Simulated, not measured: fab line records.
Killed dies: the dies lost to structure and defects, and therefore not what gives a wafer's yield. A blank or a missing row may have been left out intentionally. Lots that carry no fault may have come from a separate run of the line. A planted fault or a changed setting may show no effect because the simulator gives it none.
A struck lot beside a sound one    flow nand harc    13 steps out of a route of 1159
Sound: wafers L691.1, L691.3, L691.4. The struck wafers were L698.1, L698.3, L698.6. At the end, the cause is stated.
Per side, at each step with rows, come the tool, then ch with its chambers, and then its first start. Under that, the readings that differ: sound wafers    struck wafers    difference of the means    sigmas: that difference in standard deviations of wafers without a fault.
alike: words and numbers the same on both sides, and readings whose means are apart by under 2 such deviations; not compared: readings that were withheld, readings missing a value for some wafer, numbers with overlapping values and no deviation given by the record, and bounds like >300 which may hide the same value.
Wherever a step has rows on one side only, a row that says differs or no value, or a row with sigmas, the two part there. Numbers that have no deviation but don't overlap get no sigmas and don't part them. A reading missing from all wafers of one side parts the sides only when that side holds two or more wafers.

NHARC_A_CHANNEL_FILL_D1_ALD_25: deposits SiOx, target thk 60 nm, pulse time 10 s, ald cycles 600.
  sound on ald hk-01 ch 0,1,3, day 12 08:17; struck on ald hk-04 ch 0,1,3, day 14 06:57
  alike: heater power w, precursor pulse height rel
NHARC_A_CHANNEL_FILL_D1_ETCHBACK_08: etches the open film in C4F8, target depth 220 nm, time 110 s.
  sound on rie diel-08 ch 0,1,2; struck on rie diel-12 ch 1,2
  alike: oes product au, rf vpp V
  not compared: rf hours counter h
NHARC_A_CHANNEL_FILL_D1_STRIP_29: strips in O2, time 20 s.
  sound on rie diel-08 ch 0,2,3; struck on rie diel-12 ch 0,2
  alike: drypump motor current A, oes product au, rf vpp V, showerhead plenum p Torr, throttle valve pct
  not compared: rf hours counter h
then, 3 steps without rows for these wafers: NHARC_A_CHANNEL_FILL_D1_PRECLEAN_30 (cleans in dHF, time 30 s); NHARC_A_CHANNEL_FILL_D1_SRD_31; NHARC_A_CHANNEL_FILL_D1_CVD_09 (deposits poly-Si, target thk 150 nm, time 3000 s).
NHARC_A_CHANNEL_FILL_D1_CMP_10: polishes, target thk 150 nm.
  sound on cmp-02 ch 0,2,3, day 12 22:10; struck on cmp-04 ch 0,1,3, day 14 17:14
  alike: motor current A, time to endpoint s
following that, these wafers have no rows for 1 step: NHARC_A_CHANNEL_FILL_D1_SRD_12.
NHARC_A_CHANNEL_FILL_D1_RTA_24: time 5 s.
  sound on rtp anneal-02 ch 0, day 12 22:35; struck on rtp anneal-02 ch 0, day 14 17:40
  alike: lamp power pct, lamp_zone_3_pct, wafer_temp_C_max
NHARC_A_CHANNEL_FILL_D1_INSPECT_13:
  sound on defect inspect-01 at day 12 22:47; struck on defect inspect-01 at day 14 17:52
  alike: raw defect count
NHARC_A_STAIRCASE_DEP_156: deposits SiNx, target thk 50 nm.
  sound on pecvd-04 ch 0,1, day 12 23:01; struck on pecvd-02 ch 0,1, day 14 18:22
  alike: heater power w
then, 1 step without rows for these wafers: NHARC_A_STAIRCASE_DEHYDRATE_158 (time 120 s).
NHARC_END_SORT_01:
  the record has rows for the sound wafers here (prober-02 ch 0, day 21 18:01) and none for the struck ones

## WHERE THEY PART
Only at NHARC_END_SORT_01, within this record.

WHY: the cause the simulator had injected
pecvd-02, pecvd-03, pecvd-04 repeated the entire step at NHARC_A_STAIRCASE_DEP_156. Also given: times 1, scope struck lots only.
